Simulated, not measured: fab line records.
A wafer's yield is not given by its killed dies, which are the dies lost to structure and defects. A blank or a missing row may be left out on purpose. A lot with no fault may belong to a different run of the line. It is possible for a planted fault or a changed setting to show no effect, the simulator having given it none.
Split-lot experiment ; flow n5_finfet ; on a route of 1938 steps: 7 lots, 21 wafers read

ON THE SPLIT
At N5_BEOL_M8_EXPOSE_08 (exposes mask M8), the setting dose_mj was moved away from the recipe's 68.25 on 3 of the 21 wafers read, by -4.1% to +6.7%. All remaining wafers had this setting at the recipe value.

FROM THE SPLIT TO THE READING: what the file shows between them, 10 steps
- N5_BEOL_M8_PEB_09: peb time 60 s
- N5_BEOL_M8_DEVELOP_10: develop time 30 s
- N5_BEOL_M8_CD_MEAS_11: target cd 38.5 nm
- N5_BEOL_M8_DESCUM_16: chemistry O2, time 7.9 s (also split here: time_s)
- N5_BEOL_M8_ETCH_61: etches SiARC in CF4, target depth 45.5 nm, time 75.8 s
- N5_BEOL_M8_ETCH_62: etches SOC in N2/H2, target depth 110 nm, overetch 22 nm, time 165 s
- N5_BEOL_M8_STRIP_68: strips in N2/H2
- N5_BEOL_M8_STRIP_67: strips in CF4
- N5_BEOL_M8_HM_OPEN_17: chemistry Cl2/BCl3, target TiN, target depth 20 nm, overetch 6 nm
- N5_BEOL_M8_STRIP_19: strips in O2

THE READING
cd_nm, in nm, at N5_BEOL_M8_CD_MEAS_18 (pitch 80 nm, target cd 40 nm). Fault-free wafers of this fab line usually give 40.1 nm, standard deviation 0.58 nm.

wafer;tool, chamber at the split;dose_mj as run;against the recipe;cd_nm, nm;against lot-mates on the recipe
L076.1;arfi_scanner-03, 0;68.25;recipe;40.1;-
L076.3;arfi_scanner-03, 0;68.25;recipe;40.9;-
L076.5;arfi_scanner-03, 0;65.44;-4.1%;38.5;-2.0
L088.2;arfi_scanner-02, 0;68.25;recipe;40.2;-
L088.3;arfi_scanner-02, 0;68.25;recipe;39.6;-
L088.4;arfi_scanner-02, 0;68.25;recipe;39.9;-
L089.2;arfi_scanner-03, 0;68.25;recipe;39.9;-
L089.3;arfi_scanner-03, 0;68.25;recipe;39.8;-
L089.4;arfi_scanner-03, 0;68.25;recipe;40.2;-
L091.1;arfi_scanner-02, 0;68.25;recipe;38.3;-
L091.4;arfi_scanner-02, 0;68.25;recipe;40.1;-
L091.6;arfi_scanner-02, 0;68.25;recipe;39.7;-
L092.1;arfi_scanner-01, 0;68.25;recipe;40.3;-
L092.3;arfi_scanner-01, 0;68.25;recipe;40.0;-
L092.6;arfi_scanner-01, 0;68.25;recipe;40.4;-
L095.1;arfi_scanner-01, 0;68.25;recipe;40.6;-
L095.4;arfi_scanner-01, 0;72.81;+6.7%;43.6;+3.0
L095.6;arfi_scanner-01, 0;72.81;+6.7%;44.1;+3.5
L096.1;arfi_scanner-01, 0;68.25;recipe;39.6;-
L096.3;arfi_scanner-01, 0;68.25;recipe;40.9;-
L096.4;arfi_scanner-01, 0;68.25;recipe;40.7;-

FIT RESULTS
A straight line over all 21 wafers: cd_nm changes by +0.532 nm for each +1% of dose_mj; r = +0.90; the points scatter about the line by 0.59 nm.
The same after taking each lot's own level away (the mean of its wafers on the recipe; 21 wafers): +0.486 nm for each +1%; r = +0.93; scatter 0.43 nm.
According to that fit, moving dose_mj by its largest amount changes the reading by 3.2 nm.
Across the lots, their own levels run from 39.37 to 40.60 nm, a range of 2.1 times the standard deviation given above.
So the lot-to-lot level changes the slope little: the two slopes agree.
Check: +3.44 nm against its lot-mates is what the line predicts for one of the wafers moved furthest among these (+6.7%) when that wafer is left out of the fit. It came out at +3 nm against them.

THE OTHER SPLITS THESE WAFERS WENT THROUGH
Before the reading, these wafers also passed through other splits. Each is held against what the fit with the lots' levels taken away leaves over:
other split on the same wafers;wafers away from the commonest value;r with cd_nm (lot level and that fit taken away)
N5_BEOL_M6_COAT_22 spin_rpm;7;+0.15
N5_BEOL_M6_DESCUM_33 time_s;7;+0.05
N5_BEOL_M7_EXPOSE_25 dose_mj;6;+0.11
N5_BEOL_M8_DESCUM_16 time_s;7;+0.15

THE WHOLE CHAIN: every reading that the file lists as answering this split, in the file's order
step;what it does;reading;change (the file's fit);r (the file's)
N5_BEOL_M8_CD_MEAS_11;target cd 38.5 nm;cd_nm;+0.474 nm for each +1% of the setting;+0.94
N5_BEOL_M8_ETCH_61;etches SiARC in CF4, target depth 45.5 nm, time 75.8 s;BEOL_M8.cd_offset_nm (the simulator's own value, which no gauge read);+0.494 nm for each +1% of the setting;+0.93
N5_BEOL_M8_ETCH_62;etches SOC in N2/H2, target depth 110 nm, overetch 22 nm, time 165 s;BEOL_M8.cd_offset_nm (the simulator's own value, which no gauge read);+0.527 nm for each +1% of the setting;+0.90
N5_BEOL_M8_HM_OPEN_17;chemistry Cl2/BCl3, target TiN, target depth 20 nm, overetch 6 nm;BEOL_M8.cd_offset_nm (the simulator's own value, which no gauge read);+0.505 nm for each +1% of the setting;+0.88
N5_BEOL_M8_CD_MEAS_18;pitch 80 nm, target cd 40 nm;cd_nm;+0.488 nm for each +1% of the setting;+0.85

THE FILE'S OWN FIT
cd_nm changes by +0.488 nm for each +1% of dose_mj, r = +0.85.
